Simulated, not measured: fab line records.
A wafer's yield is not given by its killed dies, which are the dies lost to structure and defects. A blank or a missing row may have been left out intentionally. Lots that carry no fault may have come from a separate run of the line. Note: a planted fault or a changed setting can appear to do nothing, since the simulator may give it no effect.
Split-lot trial	flow n5-finfet	7 lots, 21 wafers read, on a route of 1938 steps

## ABOUT THE SPLIT
At N5_BEOL_M10_COAT_63 (time 60 s, resist thk 100 nm), the setting spin-rpm was moved away from the recipe's 1500 rpm on 6 of the 21 wafers read, by -7.5% to +6.9%. The other wafers ran this setting at the recipe's value.

## FROM THE SPLIT TO THE READING: what the file shows between them, 8 steps
- N5_BEOL_M10_EXPOSE_25: exposes mask V9 (also split here: dose-mj)
- N5_BEOL_M10_PEB_26: peb time 60 s
- N5_BEOL_M10_DEVELOP_27: develop time 30 s
- N5_BEOL_M10_CD_MEAS_28: target cd 70 nm
- N5_BEOL_M10_DESCUM_33: chemistry O2, time 7.9 s
- N5_BEOL_M10_ETCH_65: etches SiARC in CF4, target depth 39 nm, time 65 s
- N5_BEOL_M10_ETCH_66: etches SOC in N2/H2, target depth 120 nm, overetch 24 nm, time 180 s
- N5_BEOL_M10_STRIP_69: strips in N2/H2

## THE READING
SOC_of_BEOL_M10_COAT_63.thk-nm (the simulator's own value, which no gauge read), in nm, at N5_BEOL_M10_VIA_ETCH_34 (etches SiCOH lowk in C4F6/O2, target depth 184.5 nm, time 69.2 s). No usual value for it is given in the file. Across the 15 wafers here that went through the recipe, the average is 92.1 nm and the standard deviation 0.26 nm.

wafer	tool, chamber at the split	spin-rpm as run, rpm	against the recipe	SOC_of_BEOL_M10_COAT_63.thk-nm, nm	against lot-mates on the recipe
L079.2	litho-track-01, 0	1500	recipe	91.8	-
L079.3	litho-track-01, 0	1414	-5.7%	95	+3.1
L079.5	litho-track-01, 0	1500	recipe	92	-
L078.1	litho-track-05, 0	1387	-7.5%	95.8	+4.2
L078.3	litho-track-05, 0	1387	-7.5%	96	+4.4
L078.6	litho-track-05, 0	1500	recipe	91.6	-
L082.2	litho-track-02, 0	1500	recipe	92.6	-
L082.3	litho-track-02, 0	1500	recipe	92.2	-
L082.4	litho-track-02, 0	1500	recipe	92	-
L091.1	litho-track-01, 0	1500	recipe	92	-
L091.6	litho-track-01, 0	1500	recipe	92	-
L091.2	litho-track-01, 0	1500	recipe	92.2	-
L094.1	litho-track-05, 0	1500	recipe	91.6	-
L094.4	litho-track-05, 0	1500	recipe	92.2	-
L094.5	litho-track-05, 0	1604	+6.9%	88.2	-3.7
L097.2	litho-track-02, 0	1500	recipe	92	-
L097.4	litho-track-02, 0	1500	recipe	92.2	-
L097.5	litho-track-02, 0	1409	-6.1%	95.8	+3.7
L095.1	litho-track-05, 0	1500	recipe	92	-
L095.2	litho-track-05, 0	1500	recipe	92.4	-
L095.6	litho-track-05, 0	1444	-3.7%	94	+1.8

THE FIT
A straight line over all 21 wafers: SOC_of_BEOL_M10_COAT_63.thk-nm changes by -0.538 nm for each +1% of spin-rpm; r = -0.99; the points scatter about the line by 0.27 nm.
The same after taking each lot's own level away (the mean of its wafers on the recipe; 21 wafers): -0.559 nm for each +1%; r = -0.99; scatter 0.2 nm.
Per that fit: largest spin-rpm move, reading shift of 4.2 nm.
From 91.60 to 92.27 nm: that is the span of the lots' own levels, equal to 2.6 times the standard deviation above.
Consequently the slope shifts little with the lot-to-lot level, the two slopes agreeing.
Check: with one of the wafers moved furthest among these (-7.5%) left out of the fit, the line predicts +4.23 nm for it against its lot-mates. It came out at +4.2 nm against them.

## THESE WAFERS: OTHER SPLITS
Before the reading, these wafers also passed through other splits. Each is held against what the fit with the lots' levels taken away leaves over:
other split on the same wafers	wafers away from the commonest value	r with SOC_of_BEOL_M10_COAT_63.thk-nm (lot level and that fit taken away)
N5_BEOL_M7_HM_DEP_02 target-thk-a	7	+0.13
N5_BEOL_M8_ETCH_62 source-w	6	-0.04
N5_BEOL_M8_COAT_22 spin-rpm	4	+0.13
N5_BEOL_M8_TRENCH_ETCH_37 bias-w	8	+0.31
N5_BEOL_M10_EXPOSE_25 dose-mj	5	-0.14

## THE WHOLE CHAIN: every reading that the file lists as answering this split, in the file's order
step	what it does	reading	change (the file's fit)	r (the file's)
N5_BEOL_M10_COAT_63	time 60 s, resist thk 100 nm	SOC_of_BEOL_M10_COAT_63.thk-nm (the simulator's own value, which no gauge read)	-0.533 nm for each +1% of the setting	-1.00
N5_BEOL_M10_ETCH_66	etches SOC in N2/H2, target depth 120 nm, overetch 24 nm, time 180 s	etch.depth-nm (the simulator's own value, which no gauge read)	-0.532 nm for each +1% of the setting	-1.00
N5_BEOL_M10_VIA_ETCH_34	etches SiCOH lowk in C4F6/O2, target depth 184.5 nm, time 69.2 s	SOC_of_BEOL_M10_COAT_63.thk-nm (the simulator's own value, which no gauge read)	-0.557 nm for each +1% of the setting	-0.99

## FILE'S OWN FIT
SOC_of_BEOL_M10_COAT_63.thk-nm changes by -0.557 nm for each +1% of spin-rpm, r = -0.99.
